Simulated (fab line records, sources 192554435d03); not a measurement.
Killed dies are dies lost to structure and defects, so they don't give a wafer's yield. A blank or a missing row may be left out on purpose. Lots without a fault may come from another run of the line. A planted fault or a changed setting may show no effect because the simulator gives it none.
Chamber matching | flow n5_finfet | N5_BEOL_M1_PRE_CLEAN_60 on cvd_co-01: 3 sister chambers
The step time 15 s. 14 wafers are shown with their chamber, then 6 later ones without.

WAFERS WITH THEIR CHAMBER
wafer  | chamber | heater_power_outer_w (W) | heater_power_w (W)
L738.1 | 0       | 15                       | 76
L738.4 | 0       | 15                       | 76
L738.5 | 2       | 11                       | 85
L746.3 | 0       | 15                       | 76
L746.4 | 1       | 39                       | 116
L746.6 | 0       | 15                       | 78
L749.2 | 1       | 39                       | 113
L749.3 | 0       | 15                       | 76
L749.6 | 0       | 15                       | 76
L750.1 | 0       | 15                       | 77
L750.2 | 1       | 39                       | 115
L750.5 | 1       | 39                       | 113
L753.3 | 1       | 38                       | 117
L753.4 | 1       | 40                       | 114

SIGNATURES (means of the wafers above)
reading              | chamber 0 | chamber 1 | chamber 2 | scatter within a chamber
heater_power_outer_w | 15.00     | 39.00     | 11.00     | 0.426
heater_power_w       | 76.43     | 114.67    | 85.00     | 1.24
Rule: a wafer's distance from a chamber is the root of the sum, over the readings, of the square of ((its reading less the chamber's mean) divided by the reading's scatter). The wafer belongs to the nearest chamber; if the next one is less than 2 further off, it can't be placed. The scatter: the root of (the sum of the squares of (reading less its chamber's mean) over the shown wafers, divided by (wafers less chambers)).

WAFERS WITHOUT THEIR CHAMBER
wafer  | heater_power_outer_w (W) | heater_power_w (W)
L753.5 | 15                       | 77
L756.2 | 15                       | 79
L756.5 | 16                       | 77
L757.2 | 11                       | 85
L757.3 | 39                       | 114
L757.5 | 16                       | 77

WHICH CHAMBER EACH WENT THROUGH
wafer  | from the rows above | in truth
L753.5 | 0                   | 0
L756.2 | 0                   | 0
L756.5 | 0                   | 0
L757.2 | 2                   | 2
L757.3 | 1                   | 1
L757.5 | 0                   | 0
Placed correctly: 6 of 6. Can't be placed from these rows: 0. Placed wrongly: 0.
